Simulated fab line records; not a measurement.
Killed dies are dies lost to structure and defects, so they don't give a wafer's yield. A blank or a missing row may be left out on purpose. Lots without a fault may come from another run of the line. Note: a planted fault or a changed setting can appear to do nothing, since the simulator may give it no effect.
Matching of chambers -- flow n5Finfet -- rieDiel-01 running N5_DUMMY_REMOVAL_HM_STRIP_01: 4 sister chambers
The step strips SiNx in CH3F/O2, stops on poly-Si, target depth 4 nm, time 6.8 s. 8 wafers are shown with their chamber, then 10 later ones without.

WAFERS, EACH WITH ITS CHAMBER
wafer,chamber,drypumpMotorCurrentA (A),showerheadPlenumPTorr (Torr)
L086.3,0,5.6,2.04
L087.1,2,5.7,1.98
L087.5,3,6.6,2.09
L089.1,2,5.7,1.97
L089.5,1,6.6,1.90
L089.6,0,5.5,2.04
L090.3,1,6.6,1.90
L090.4,3,6.6,2.09

WAFERS WHOSE CHAMBER IS MISSING
wafer,drypumpMotorCurrentA (A),showerheadPlenumPTorr (Torr)
L090.6,6.6,1.90
L093.1,5.6,2.03
L093.4,6.6,2.09
L093.6,6.6,2.09
L094.2,5.6,2.03
L094.4,6.6,1.90
L094.5,6.6,1.90
L095.3,6.6,2.09
L095.5,5.5,2.03
L095.6,6.6,1.90

WHICH CHAMBER EACH ONE RAN IN
wafer,from the rows above,in truth
L090.6,1,1
L093.1,0,0
L093.4,3,3
L093.6,3,3
L094.2,0,0
L094.4,1,1
L094.5,1,1
L095.3,3,3
L095.5,0,0
L095.6,1,1
Placed correctly: 10 of 10. Not placeable from these rows: 0. Wrongly placed: 0.
How it was worked out, from the rows above alone: a wafer's distance from a chamber is the root of the sum, over the readings, of the square of ((its reading less the chamber's mean) divided by the reading's scatter). If the next closest chamber is less than 2 further off than the closest, the wafer can't be placed; otherwise it belongs to the closest. A chamber's mean is the mean of its shown wafers. How the scatter is found: for the shown wafers, subtract from each reading the mean of its chamber, square and add these, divide the total by (wafers less chambers), then take the root.
